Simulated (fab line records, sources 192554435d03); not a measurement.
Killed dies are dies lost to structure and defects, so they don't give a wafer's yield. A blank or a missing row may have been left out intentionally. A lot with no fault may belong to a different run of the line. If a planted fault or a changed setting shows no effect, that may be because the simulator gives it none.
Chamber matching | flow n5-finfet | N5_BEOL_M6_STRIP_67 on rie-diel-01: 4 sister chambers
The step strips in CF4. 8 wafers are shown with their chamber, then 12 later ones without.

WAFERS, EACH WITH ITS CHAMBER
wafer  | chamber | throttle-valve-pct (%) | oes-product-au (a.u.)
L076.6 | 0       | 13.37                  | 0.90
L081.3 | 0       | 13.41                  | 0.87
L084.4 | 3       | 13.74                  | 0.69
L083.2 | 3       | 13.75                  | 0.70
L083.5 | 1       | 13.69                  | 0.74
L085.1 | 2       | 13.45                  | 0.80
L085.4 | 1       | 13.72                  | 0.73
L085.5 | 2       | 13.44                  | 0.81

WAFERS MISSING THEIR CHAMBER
wafer  | throttle-valve-pct (%) | oes-product-au (a.u.)
L089.1 | 13.46                  | 0.80
L089.2 | 13.70                  | 0.73
L089.3 | 13.45                  | 0.86
L089.4 | 13.77                  | 0.69
L089.5 | 13.47                  | 0.80
L089.6 | 13.73                  | 0.72
L097.1 | 13.52                  | 0.79
L097.2 | 13.82                  | 0.69
L097.3 | 13.76                  | 0.72
L097.4 | 13.47                  | 0.85
L097.5 | 13.53                  | 0.79
L097.6 | 13.81                  | 0.68

CHAMBER TAKEN BY EACH
wafer  | from the rows above     | in truth
L089.1 | 2                       | 2
L089.2 | 1                       | 1
L089.3 | can't be placed: 0 or 2 | 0
L089.4 | 3                       | 3
L089.5 | 2                       | 2
L089.6 | can't be placed: 1 or 3 | 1
L097.1 | 2                       | 2
L097.2 | 3                       | 3
L097.3 | can't be placed: 3 or 1 | 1
L097.4 | can't be placed: 2 or 0 | 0
L097.5 | 2                       | 2
L097.6 | 3                       | 3
8 of 12 placed correctly. Can't be placed from these rows: 4 (the true chamber is among the candidates in 4). Wrongly placed: 0.
How it was worked out, from the rows above alone: a wafer's distance from a chamber is the root of the sum, over the readings, of the square of ((its reading less the chamber's mean) divided by the reading's scatter). If the next closest chamber is less than 2 further off than the closest, the wafer can't be placed; otherwise it belongs to the closest. For every chamber, the mean is computed from those of its wafers that are shown. How the scatter is found: for the shown wafers, subtract from each reading the mean of its chamber, square and add these, divide the total by (wafers less chambers), then take the root.
